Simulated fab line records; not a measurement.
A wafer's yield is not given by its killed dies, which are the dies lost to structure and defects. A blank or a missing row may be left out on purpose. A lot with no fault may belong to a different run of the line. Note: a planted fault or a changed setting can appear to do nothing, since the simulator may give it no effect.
fab line records | flow nand-harc
record: lots: 6 | wafers: 18 | last-day: 35
route steps=1302 shown A_BLC@1133 A_M0@1137
lots that met no fault: from a run of the same line without faults
start-h: hours from the record's first day to the start of the lot's first wafer shown | wait-h: hours from the lot's prior step to this one | " unchanged from the row above | L1.1+2: one row covering several wafers at once | - no value, or no start was given | * or withheld: withheld | < > ~ a bound
route shown NAME@n: NAME is a module with steps in the file, n the number in the route of the first one | usual: average and standard deviation across the fault-free wafers | same: alike in all rows | chamber/n: place in a boat | sites: the reading at each site | _std_site: standard deviation of those values | _edge_site: mean of outer sites minus mean of inner sites | radius-mm: for every site, how far away it sits from the centre of the wafer | mask NAME#n: copy n | behind: the last tool/chamber to shape the wafer | hold: the reason the lot was held/the length of the hold in hours/how it ended | device: whichever transistor did not switch (one of n, p or np) | end of line: at the end of the route, the tests of the same wafers | a step without rows: its recipe alone | killed: dies that structure and defects cost at the first sort, which is not the same as the wafer's yield | map: a wafer's dies, x killed, . not, _ none there
set.NAME: the run value of the setting; set.NAME@STEP: its run value at that earlier step | model.NAME: the simulator's own value behind a step, which no gauge read
certain route steps with their lots: each step a table, each wafer a row
services: when a tool's chamber went out of use (start-h, in hours from the record's first day, below 0 if earlier), for how many hours, and the reason
== steps ==
step: NHARC_A_BLC_CMP_25
recipe: t-overpolish-s: 30 | target-thk-nm: 150
usual: motor-current-A: 13.0/1.3 | overpolish-run-s: 29.998/0.0092 | time-to-endpoint-s: 29.7/2.2
lot.wafer | tool   | chamber | start-h | wait-h | motor-current-A | overpolish-run-s | time-to-endpoint-s
L305.3    | cmp-04 | 1       | 558.53  | 0.2    | 12.9            | 29.989           | 28.1
L305.5    | "      | 1       | "       | "      | 13.3            | 30.013           | 26.2
L305.6    | "      | 2       | "       | "      | 13.8            | 30.000           | 27.8
L313.3    | cmp-04 | 2       | 650.50  | 0.3    | 14.1            | 30.006           | 26.4
L313.1    | "      | 3       | "       | "      | 13.4            | 29.994           | 26.5
L313.4    | "      | 0       | "       | "      | 13.5            | 30.001           | 29.2
L315.1    | cmp-03 | 0       | 660.40  | 0.4    | 12.0            | 29.995           | 27.8
L315.3    | "      | 2       | "       | "      | 15.2            | 30.010           | 27.0
L315.6    | "      | 0       | "       | "      | 11.5            | 29.988           | 28.2
L314.1    | cmp-03 | 0       | 663.84  | 0.5    | 11.4            | 29.996           | 29.8
L314.3    | "      | 1       | "       | "      | 11.3            | 30.021           | 27.7
L314.6    | "      | 3       | "       | "      | 12.6            | 29.999           | 31.4
L323.3    | cmp-04 | 1       | 749.65  | 0.2    | 12.6            | 30.005           | 27.8
L323.1    | "      | 2       | "       | "      | 13.0            | 29.985           | 29.4
L323.5    | "      | 1       | "       | "      | 13.3            | 30.012           | 29.2
L322.4    | cmp-03 | 0       | 774.38  | 0.3    | 11.5            | 30.001           | 33.0
L322.6    | "      | 3       | "       | "      | 12.2            | 30.010           | 35.7
L322.5    | "      | 0       | "       | "      | 11.6            | 29.998           | 33.2
step: NHARC_A_BLC_SRD_27
step: NHARC_A_BLC_INSPECT_28
usual: raw-defect-count: 543/160
lot.wafer | tool              | chamber | start-h | wait-h | raw-defect-count
L305.3    | defect-inspect-01 | -       | 558.94  | 0.1    | 446
L305.5    | "                 | -       | "       | "      | 521
L305.6    | "                 | -       | "       | "      | 462
L313.1    | defect-inspect-02 | -       | 650.90  | 0.1    | 430
L313.3    | "                 | -       | "       | "      | 403
L313.4    | "                 | -       | "       | "      | 350
L315.1    | defect-inspect-01 | -       | 660.81  | 0.1    | 785
L315.3    | "                 | -       | "       | "      | 694
L315.6    | "                 | -       | "       | "      | 516
L314.1    | defect-inspect-02 | -       | 664.21  | 0.1    | 591
L314.3    | "                 | -       | "       | "      | 641
L314.6    | "                 | -       | "       | "      | 713
L323.1    | defect-inspect-01 | -       | 750.06  | 0.1    | 481
L323.3    | "                 | -       | "       | "      | 508
L323.5    | "                 | -       | "       | "      | 489
L322.4    | defect-inspect-02 | -       | 774.75  | 0.1    | 535
L322.5    | "                 | -       | "       | "      | 611
L322.6    | "                 | -       | "       | "      | 560
step: NHARC_A_M0_DEP_00
recipe: target-thk-a: 1500 | target-thk-nm: 150 | temp-c: withheld | pressure-torr: 5 | flow-sccm: 200 | rf-w: 600 | material: SiOC
step: NHARC_A_M0_DEHYDRATE_01
recipe: temp-c: 150 | time-s: 120
step: NHARC_A_M0_HMDS_02
recipe: time-s: 30
step: NHARC_A_M0_COAT_33
recipe: temp-c: 200 | time-s: 65
step: NHARC_A_M0_COAT_03
recipe: spin-rpm: 1500 | resist-thk-nm: 90
step: NHARC_A_M0_SOFTBAKE_04
recipe: temp-c: 105 | time-s: 55
step: NHARC_A_M0_EBR_05
step: NHARC_A_M0_EXPOSE_06
recipe: na: 1.35 | target-cd-nm: 80 | dose-mj: 83.25 | mask-id: A_M0
step: NHARC_A_M0_PEB_07
recipe: peb-temp-c: 100 | peb-time-s: 65
usual: heater-power-total-W: 156.6/0.43 | plate-temp-C: 99.98/0.13
lot.wafer | tool           | chamber | start-h | wait-h | heater-power-total-W | plate-temp-C
L305.3    | litho-track-06 | 0       | 559.76  | 0.0    | 157.1                | 99.93
L305.5    | "              | 0       | "       | "      | 156.2                | 100.07
L305.6    | "              | 0       | "       | "      | 156.1                | 100.01
L313.1    | litho-track-06 | 0       | 651.72  | 0.1    | 162.8                | 102.50
L313.3    | "              | 0       | "       | "      | 161.9                | 102.77
L313.4    | "              | 0       | "       | "      | 162.7                | 102.69
L315.1    | litho-track-06 | 0       | 661.50  | 0.1    | 161.9                | 102.53
L315.3    | "              | 0       | "       | "      | 162.8                | 102.53
L315.6    | "              | 0       | "       | "      | 162.8                | 102.46
L314.1    | litho-track-01 | 0       | 665.03  | 0.1    | 155.9                | 100.04
L314.3    | "              | 0       | "       | "      | 157.1                | 99.86
L314.6    | "              | 0       | "       | "      | 156.1                | 100.02
L323.1    | litho-track-06 | 0       | 750.88  | 0.1    | 157.0                | 100.19
L323.3    | "              | 0       | "       | "      | 156.1                | 100.09
L323.5    | "              | 0       | "       | "      | 156.0                | 100.13
L322.4    | litho-track-06 | 0       | 775.76  | 0.0    | 155.9                | 100.06
L322.5    | "              | 0       | "       | "      | 156.8                | 100.00
L322.6    | "              | 0       | "       | "      | 156.6                | 99.94
step: NHARC_A_M0_DEVELOP_08
recipe: develop-time-s: 35 | dev-temp-c: 23
step: NHARC_A_M0_CD_MEAS_09
recipe: target-cd-nm: 80 | landing-energy-ev: 500
usual: cd-nm: 79.9/0.46
lot.wafer | tool      | chamber | start-h | wait-h | hold                     | cd-nm
L305.3    | cd-sem-02 | 0       | 559.84  | -      | -                        | 80.4
L305.5    | "         | 0       | "       | "      | -                        | 80.1
L305.6    | "         | 0       | "       | "      | -                        | 80.3
L313.1    | cd-sem-03 | 0       | 651.80  | -      | await-dispo/0.2h/release | 89.7
L313.3    | "         | 0       | "       | "      | await-dispo/0.2h/release | 89.0
L313.4    | "         | 0       | "       | "      | await-dispo/0.2h/release | 90.1
L313.1    | cd-sem-03 | 0       | -       | -      | -                        | 89.7
L313.3    | "         | 0       | "       | "      | -                        | 89.3
L313.4    | "         | 0       | "       | "      | -                        | 89.9
L315.1    | cd-sem-03 | 0       | 661.58  | -      | await-dispo/0.2h/release | 87.5
L315.3    | "         | 0       | "       | "      | await-dispo/0.2h/release | 87.9
L315.6    | "         | 0       | "       | "      | await-dispo/0.2h/release | 87.0
L315.1    | cd-sem-03 | 0       | -       | -      | -                        | 87.2
L315.3    | "         | 0       | "       | "      | -                        | 87.6
L315.6    | "         | 0       | "       | "      | -                        | 86.9
L314.1    | cd-sem-02 | 0       | 665.11  | -      | -                        | 78.9
L314.3    | "         | 0       | "       | "      | -                        | 79.4
L314.6    | "         | 0       | "       | "      | -                        | 79.2
L323.1    | cd-sem-02 | 0       | 750.96  | -      | -                        | 79.6
L323.3    | "         | 0       | "       | "      | -                        | 80.4
L323.5    | "         | 0       | "       | "      | -                        | 79.4
L322.4    | cd-sem-03 | 0       | 775.84  | -      | -                        | 79.8
L322.5    | "         | 0       | "       | "      | -                        | 79.8
L322.6    | "         | 0       | "       | "      | -                        | 79.4
step: NHARC_A_M0_OVL_MEAS_10
recipe: pitch-nm: 160
usual: overlay-x-nm: -0.2/0.86 | overlay-y-nm: 0.0/0.75
lot.wafer | tool       | chamber | start-h | wait-h | hold                     | overlay-x-nm | overlay-y-nm
L305.3    | overlay-01 | -       | 559.92  | -      | -                        | -2.3         | -1.8
L305.5    | "          | -       | "       | "      | -                        | -1.4         | -1.9
L305.6    | "          | -       | "       | "      | -                        | -1.8         | -1.6
L313.1    | overlay-01 | -       | 655.48  | -      | await-dispo/3.4h/release | -0.7         | -0.2
L313.3    | "          | -       | "       | "      | await-dispo/3.4h/release | -0.7         | 0.0
L313.4    | "          | -       | "       | "      | await-dispo/3.4h/release | -0.9         | 0.1
L315.1    | overlay-01 | -       | 664.48  | -      | await-dispo/2.6h/release | 0.4          | 0.4
L315.3    | "          | -       | "       | "      | await-dispo/2.6h/release | 0.2          | 0.3
L315.6    | "          | -       | "       | "      | await-dispo/2.6h/release | 0.4          | -0.3
L314.1    | overlay-01 | -       | 665.20  | -      | -                        | 1.2          | -0.5
L314.3    | "          | -       | "       | "      | -                        | 1.2          | -0.6
L314.6    | "          | -       | "       | "      | -                        | 1.2          | -0.2
L323.1    | overlay-02 | -       | 751.05  | -      | -                        | 0.6          | 0.5
L323.3    | "          | -       | "       | "      | -                        | 0.2          | 0.6
L323.5    | "          | -       | "       | "      | -                        | 0.1          | 0.5
L322.4    | overlay-01 | -       | 775.93  | -      | -                        | 1.0          | 0.1
L322.5    | "          | -       | "       | "      | -                        | 0.6          | 0.7
L322.6    | "          | -       | "       | "      | -                        | 0.4          | 0.4
step: NHARC_A_M0_INSPECT_11
usual: raw-defect-count: 78/36
lot.wafer | tool              | chamber | start-h | wait-h | raw-defect-count
L305.3    | defect-inspect-02 | -       | 559.96  | 0.0    | 111
L305.5    | "                 | -       | "       | "      | 114
L305.6    | "                 | -       | "       | "      | 141
L313.1    | defect-inspect-02 | -       | 655.51  | 0.0    | 17
L313.3    | "                 | -       | "       | "      | 25
L313.4    | "                 | -       | "       | "      | 19
L315.1    | defect-inspect-01 | -       | 664.52  | 0.0    | 106
L315.3    | "                 | -       | "       | "      | 93
L315.6    | "                 | -       | "       | "      | 91
L314.1    | defect-inspect-02 | -       | 665.23  | 0.0    | 64
L314.3    | "                 | -       | "       | "      | 58
L314.6    | "                 | -       | "       | "      | 75
L323.1    | defect-inspect-01 | -       | 751.09  | 0.0    | 33
L323.3    | "                 | -       | "       | "      | 25
L323.5    | "                 | -       | "       | "      | 28
L322.4    | defect-inspect-01 | -       | 775.96  | 0.0    | 95
L322.5    | "                 | -       | "       | "      | 100
L322.6    | "                 | -       | "       | "      | 95
step: NHARC_A_M0_DESCUM_14
recipe: time-s: 3 | o2-flow-sccm: 200 | ar-flow-sccm: 0 | bias-power-w: 0 | chemistry: O2
usual: drypump-motor-current-A: 5.9/0.32 | oes-product-au: 0.997/0.0071 | rf-vpp-V: 57.7/0.86 | showerhead-plenum-p-Torr: 1.89/0.077 | throttle-valve-pct: 11.311/0.0087
same: bias-power-w: 0
lot.wafer | tool        | chamber | start-h | wait-h | drypump-motor-current-A | oes-product-au | rf-hours-counter-h | rf-vpp-V | showerhead-plenum-p-Torr | throttle-valve-pct | model.A_M0.cd-nm
L305.3    | rie-diel-04 | 2       | 560.03  | 0.1    | 6.4                     | 0.993          | 1                  | 56.4     | 1.86                     | 11.314             | 80.46
L305.6    | "           | 1       | "       | "      | 5.6                     | 1.007          | -                  | 57.5     | 1.78                     | 11.323             | 80.22
L305.5    | "           | 2       | "       | "      | 6.3                     | 0.987          | -                  | 57.0     | 1.86                     | 11.310             | 79.91
L313.1    | rie-diel-13 | 3       | 655.61  | 0.1    | 6.2                     | 0.984          | 8                  | 55.9     | 1.84                     | 11.302             | 89.66
L313.3    | "           | 0       | "       | "      | 5.9                     | 0.989          | 7                  | 58.2     | 1.97                     | 11.311             | 88.51
L313.4    | "           | 1       | "       | "      | 6.1                     | 0.988          | 7                  | 58.2     | 1.92                     | 11.302             | 89.34
L315.3    | rie-diel-04 | 0       | 664.59  | 0.1    | 5.7                     | 0.991          | 6                  | 58.2     | 1.91                     | 11.315             | 88.06
L315.1    | "           | 1       | "       | "      | 5.6                     | 1.007          | 6                  | 57.0     | 1.77                     | 11.318             | 87.21
L315.6    | "           | 2       | "       | "      | 6.3                     | 0.996          | -                  | 57.9     | 1.86                     | 11.305             | 86.48
L314.3    | rie-diel-13 | 2       | 665.30  | 0.1    | 5.2                     | 0.994          | 9                  | 57.6     | 1.78                     | 11.306             | 79.35
L314.1    | "           | 1       | "       | "      | 6.1                     | 0.994          | 8                  | 57.6     | 1.92                     | 11.304             | 78.83
L314.6    | "           | 3       | "       | "      | 6.2                     | 0.990          | -                  | 58.1     | 1.84                     | 11.303             | 78.95
L323.1    | rie-diel-04 | 2       | 751.15  | 0.1    | 6.4                     | 0.997          | 2                  | 57.3     | 1.86                     | 11.314             | 79.38
L323.3    | "           | 3       | "       | "      | 5.7                     | 1.008          | 2                  | 57.2     | 1.85                     | 11.304             | 80.36
L323.5    | "           | 0       | "       | "      | 5.8                     | 0.999          | -                  | 55.6     | 1.91                     | 11.325             | 79.53
L322.4    | rie-diel-04 | 0       | 776.06  | 0.1    | 5.8                     | 1.012          | -                  | 58.5     | 1.91                     | 11.320             | 79.7
L322.5    | "           | 2       | "       | "      | 6.3                     | 0.990          | -                  | 57.1     | 1.86                     | 11.306             | 79.56
L322.6    | "           | 3       | "       | "      | 5.7                     | 1.011          | -                  | 58.1     | 1.85                     | 11.320             | 79.42
step: NHARC_A_M0_ETCH_34
recipe: target-depth-a: 400 | overetch-a: 120 | time-s: 43.94 | ion-energy-ev: 200 | n2-flow-sccm: 150 | h2-flow-sccm: 150 | ar-flow-sccm: 0 | rf-w: 400 | bias-w: 150 | chemistry: N2/H2
usual: drypump-motor-current-A: 5.9/0.34 | oes-product-au: 0.995/0.0081 | rf-vpp-V: 429.4/2.4 | showerhead-plenum-p-Torr: 2.00/0.083 | throttle-valve-pct: 14.172/0.0097
lot.wafer | tool        | chamber | start-h | wait-h | drypump-motor-current-A | oes-product-au | rf-hours-counter-h | rf-vpp-V | showerhead-plenum-p-Torr | throttle-valve-pct
L305.3    | rie-diel-04 | 1       | 560.11  | 0.1    | 5.5                     | 0.991          | 1                  | 425.3    | 1.89                     | 14.176
L305.6    | "           | 0       | "       | "      | 5.8                     | 0.990          | -                  | 431.4    | 2.04                     | 14.168
L305.5    | "           | 1       | "       | "      | 5.5                     | 0.985          | -                  | 425.7    | 1.89                     | 14.174
L313.3    | rie-diel-13 | 3       | 655.81  | 0.2    | 6.2                     | 0.996          | 8                  | 430.4    | 1.96                     | 14.162
L313.1    | "           | 0       | "       | "      | 5.9                     | 0.989          | 7                  | 432.2    | 2.10                     | 14.194
L313.4    | "           | 1       | "       | "      | 6.1                     | 0.997          | 7                  | 429.8    | 2.05                     | 14.182
L315.3    | rie-diel-04 | 2       | 664.67  | 0.1    | 6.4                     | 1.001          | 6                  | 428.3    | 1.98                     | 14.162
L315.1    | "           | 3       | "       | "      | 5.8                     | 1.010          | 4                  | 428.6    | 1.97                     | 14.172
L315.6    | "           | 2       | "       | "      | 6.4                     | 0.989          | -                  | 428.7    | 1.98                     | 14.173
L314.3    | rie-diel-13 | 0       | 665.39  | 0.1    | 5.9                     | 0.985          | 8                  | 433.6    | 2.10                     | 14.169
L314.1    | "           | 1       | "       | "      | 6.1                     | 0.995          | 8                  | 430.6    | 2.05                     | 14.178
L314.6    | "           | 3       | "       | "      | 6.2                     | 0.984          | -                  | 427.0    | 1.96                     | 14.165
L323.1    | rie-diel-04 | 0       | 751.25  | 0.1    | 5.7                     | 1.003          | 2                  | 429.3    | 2.03                     | 14.180
L323.3    | "           | 3       | "       | "      | 5.8                     | 1.006          | 2                  | 429.3    | 1.97                     | 14.173
L323.5    | "           | 2       | "       | "      | 6.4                     | 1.003          | -                  | 430.3    | 1.98                     | 14.154
L322.6    | rie-diel-04 | 2       | 776.15  | 0.1    | 6.3                     | 0.977          | -                  | 428.3    | 1.98                     | 14.179
L322.4    | "           | 3       | "       | "      | 5.7                     | 1.013          | -                  | 429.5    | 1.97                     | 14.166
L322.5    | "           | 0       | "       | "      | 5.8                     | 0.988          | -                  | 430.3    | 2.03                     | 14.170
step: NHARC_A_M0_ETCH_15
recipe: target-depth-a: 1500 | overetch-a: 150 | time-s: 82.5 | c4f8-flow-sccm: withheld | ar-flow-sccm: 400 | rf-w: 600 | bias-w: 300 | chemistry: C4F8/Ar
usual: oes-product-au: 0.948/0.023 | rf-vpp-V: 440.2/2.5
lot.wafer | tool        | chamber | start-h | wait-h | oes-product-au | rf-hours-counter-h | rf-vpp-V | model.A_M0.cd-nm
L305.3    | rie-diel-04 | 3       | -       | -      | 0.977          | 1                  | 438.3    | 80.68
L305.6    | "           | 3       | "       | "      | 0.981          | -                  | 439.1    | 80.36
L305.5    | "           | 0       | "       | "      | 0.972          | -                  | 441.4    | 80.2
L313.4    | rie-diel-13 | 1       | -       | -      | 0.914          | 7                  | 441.8    | 89.39
L313.1    | "           | 2       | "       | "      | 0.920          | 8                  | 436.7    | 90.06
L313.3    | "           | 3       | "       | "      | 0.922          | 8                  | 438.8    | 88.39
L315.1    | rie-diel-04 | 1       | -       | -      | 0.927          | 6                  | 435.7    | 87.08
L315.3    | "           | 3       | "       | "      | 0.929          | 4                  | 439.6    | 88.31
L315.6    | "           | 1       | "       | "      | 0.918          | -                  | 437.2    | 86.56
L314.3    | rie-diel-13 | 1       | -       | -      | 0.968          | 9                  | 441.7    | 79.42
L314.1    | "           | 0       | "       | "      | 0.962          | 8                  | 442.7    | 78.58
L314.6    | "           | 1       | "       | "      | 0.971          | -                  | 441.6    | 78.53
L323.1    | rie-diel-04 | 0       | -       | -      | 0.950          | 2                  | 440.8    | 79.41
L323.3    | "           | 2       | "       | "      | 0.965          | 2                  | 442.2    | 80.6
L323.5    | "           | 2       | "       | "      | 0.956          | -                  | 439.5    | 79.38
L322.6    | rie-diel-04 | 2       | -       | -      | 0.959          | -                  | 438.6    | 79.77
L322.5    | "           | 3       | "       | "      | 0.971          | -                  | 439.8    | 79.83
L322.4    | "           | 0       | "       | "      | 0.968          | -                  | 440.5    | 79.84
step: NHARC_A_M0_CD_MEAS_16
usual: cd-nm: 79.8/0.64
lot.wafer | tool      | chamber | start-h | wait-h | hold                     | cd-nm
L305.3    | cd-sem-03 | -       | 560.33  | -      | -                        | 81.0
L305.5    | "         | -       | "       | "      | -                        | 80.1
L305.6    | "         | -       | "       | "      | -                        | 80.3
L313.1    | cd-sem-02 | -       | 656.02  | -      | await-dispo/0.2h/release | 90.1
L313.3    | "         | -       | "       | "      | await-dispo/0.2h/release | 88.3
L313.4    | "         | -       | "       | "      | await-dispo/0.2h/release | 89.5
L313.1    | cd-sem-02 | -       | 656.21  | 0.2    | -                        | 89.8
L313.3    | "         | -       | "       | "      | -                        | 88.4
L313.4    | "         | -       | "       | "      | -                        | 89.4
L315.1    | cd-sem-03 | -       | 664.88  | -      | await-dispo/0.2h/release | 87.3
L315.3    | "         | -       | "       | "      | await-dispo/0.2h/release | 88.3
L315.6    | "         | -       | "       | "      | await-dispo/0.2h/release | 86.9
L315.1    | cd-sem-03 | -       | 665.06  | 0.2    | -                        | 87.2
L315.3    | "         | -       | "       | "      | -                        | 88.6
L315.6    | "         | -       | "       | "      | -                        | 86.4
L314.1    | cd-sem-03 | -       | 665.59  | -      | -                        | 78.3
L314.3    | "         | -       | "       | "      | -                        | 79.6
L314.6    | "         | -       | "       | "      | -                        | 78.5
L323.1    | cd-sem-02 | -       | 751.49  | -      | -                        | 79.4
L323.3    | "         | -       | "       | "      | -                        | 80.5
L323.5    | "         | -       | "       | "      | -                        | 79.8
L322.4    | cd-sem-01 | -       | 776.37  | -      | -                        | 80.0
L322.5    | "         | -       | "       | "      | -                        | 79.8
L322.6    | "         | -       | "       | "      | -                        | 79.8
step: NHARC_A_M0_STRIP_18
recipe: power-w: 1000 | n2-flow-sccm: 150 | h2-flow-sccm: 150 | ar-flow-sccm: 0 | bias-w: 0 | chemistry: N2/H2
usual: drypump-motor-current-A: 5.9/0.34 | oes-product-au: 0.995/0.008 | rf-vpp-V: 90.5/0.94 | showerhead-plenum-p-Torr: 2.00/0.083 | throttle-valve-pct: 14.171/0.0087
lot.wafer | tool        | chamber | start-h | wait-h | hold                     | drypump-motor-current-A | oes-product-au | rf-hours-counter-h | rf-vpp-V | showerhead-plenum-p-Torr | throttle-valve-pct
L305.3    | rie-diel-13 | 1       | 560.44  | 0.1    | -                        | 6.1                     | 0.993          | 2.1                | 90.8     | 2.05                     | 14.155
L305.5    | "           | 3       | "       | "      | -                        | 6.2                     | 0.990          | -                  | 90.3     | 1.97                     | 14.175
L305.6    | "           | 0       | "       | "      | -                        | 5.9                     | 0.992          | -                  | 90.7     | 2.10                     | 14.168
L313.1    | rie-diel-04 | 1       | 657.77  | 1.6    | await-dispo/1.5h/release | 5.6                     | 0.996          | 6.3                | 90.5     | 1.89                     | 14.167
L313.3    | "           | 3       | "       | "      | await-dispo/1.5h/release | 5.7                     | 1.011          | 4.3                | 89.7     | 1.97                     | 14.150
L313.4    | "           | 0       | "       | "      | await-dispo/1.5h/release | 5.7                     | 1.003          | 5.6                | 89.0     | 2.04                     | 14.174
L314.3    | rie-diel-04 | 1       | 665.67  | 0.1    | -                        | 5.6                     | 1.009          | 6.5                | 88.7     | 1.89                     | 14.176
L314.1    | "           | 0       | "       | "      | -                        | 5.8                     | 0.991          | 5.8                | 89.9     | 2.04                     | 14.165
L314.6    | "           | 2       | "       | "      | -                        | 6.3                     | 0.984          | -                  | 90.0     | 1.98                     | 14.180
L315.3    | rie-diel-02 | 0       | 666.00  | 0.9    | await-dispo/0.9h/release | 6.3                     | 0.989          | 4.7                | 92.0     | 2.10                     | 14.175
L315.1    | "           | 2       | "       | "      | await-dispo/0.9h/release | 5.8                     | 0.995          | 4.5                | 89.3     | 2.00                     | 14.173
L315.6    | "           | 1       | "       | "      | await-dispo/0.9h/release | 6.0                     | 0.995          | -                  | 91.3     | 2.18                     | 14.183
L323.3    | rie-diel-13 | 3       | 751.57  | 0.1    | -                        | 6.2                     | 0.983          | 2.5                | 89.5     | 1.96                     | 14.174
L323.1    | "           | 1       | "       | "      | -                        | 6.1                     | 0.987          | 2.1                | 91.1     | 2.05                     | 14.172
L323.5    | "           | 0       | "       | "      | -                        | 6.0                     | 0.990          | -                  | 90.9     | 2.10                     | 14.184
L322.4    | rie-diel-13 | 0       | 776.51  | 0.1    | -                        | 5.9                     | 0.997          | 3.1                | 90.6     | 2.09                     | 14.170
L322.5    | "           | 1       | "       | "      | -                        | 6.1                     | 0.994          | -                  | 89.4     | 2.05                     | 14.177
L322.6    | "           | 2       | "       | "      | -                        | 5.2                     | 0.996          | -                  | 89.8     | 1.89                     | 14.173
== services ==
tool           | chamber | start-h | hours | kind
rie-diel-04    | -       | 544.95  | 0.2   | repair
cmp-03         | -       | 554.00  | 4.0   | pm
rie-diel-04    | 1       | 563.40  | 1.3   | repair
cmp-03         | -       | 564.07  | 9.3   | repair
rie-diel-13    | 0       | 565.66  | 13.5  | repair
rie-diel-04    | 3       | 589.44  | 3.6   | repair
rie-diel-13    | 3       | 599.73  | 4.2   | repair
cmp-04         | -       | 616.18  | 4.0   | pm
cmp-03         | -       | 652.00  | 4.0   | pm
rie-diel-04    | 1       | 673.93  | 1.4   | repair
rie-diel-04    | 0       | 677.72  | 7.2   | repair
rie-diel-04    | 0       | 693.56  | 2.1   | repair
cmp-04         | -       | 694.11  | 3.6   | repair
rie-diel-13    | -       | 696.00  | 9.0   | pm
litho-track-06 | -       | 704.00  | 7.0   | pm
rie-diel-04    | -       | 708.90  | 9.0   | pm
cmp-03         | -       | 713.77  | 3.6   | repair
cmp-04         | -       | 714.18  | 4.0   | pm
cmp-04         | -       | 720.23  | 0.6   | repair
rie-diel-04    | 1       | 733.80  | 31.0  | repair
cmp-03         | -       | 736.24  | 0.4   | repair
rie-diel-13    | 0       | 742.99  | 8.4   | repair
rie-diel-13    | 2       | 761.09  | 5.9   | repair
rie-diel-04    | 2       | 761.31  | 7.3   | repair
== key ==
first-sign: step: NHARC_A_M0_PEB_07 | reading: plate-temp-C | direction: up | sigmas: 20 | usual: * | struck: *
effect: step: NHARC_A_M0_PEB_07 | reading: heater-power-total-W | direction: up | sigmas: 14 | usual: * | struck: *
effect: step: NHARC_A_M0_CD_MEAS_09 | reading: visit | direction: added | through: control-loop
effect: step: NHARC_A_M0_CD_MEAS_09 | reading: cd-nm | direction: up | sigmas: 19 | usual: 79.9 | struck: 88.5 | through: control-loop
effect: step: NHARC_A_M0_CD_MEAS_16 | reading: visit | direction: added | through: control-loop
effect: step: NHARC_A_M0_CD_MEAS_16 | reading: cd-nm | direction: up | sigmas: 13 | usual: 79.8 | struck: 88.4 | through: control-loop
model-effect: step: NHARC_A_M0_DESCUM_14 | value: A_M0.cd-nm | without: 79.45 | struck: 88.21
model-effect: step: NHARC_A_M0_ETCH_15 | value: A_M0.cd-nm | without: 79.53 | struck: 88.3
met-at NHARC_A_M0_PEB_07
struck-wafers L313.1,L313.3,L313.4,L315.1,L315.3,L315.6
sort-left-out L313.1,L313.3,L313.4,L315.1,L315.3,L315.6
loop-trim: step: NHARC_A_M0_EXPOSE_06 | setting: dose | lots: L315
onset-between 559.76 651.72
fault: kind: process-parameter-drift | tool: litho-track-06 | chamber: - | onset-h: 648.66 | steps: NHARC_A_M0_PEB_07 | channel: peb-temp-c | offset: * | shape: step | end-h: 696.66 | acts-in: * | stated: *
sort-left-out: the simulated sort isn't trusted on such a fault, so these wafers' sort isn't shown, and their yield isn't known
loop-trim: a control loop set the setting to another value than it would have without faults
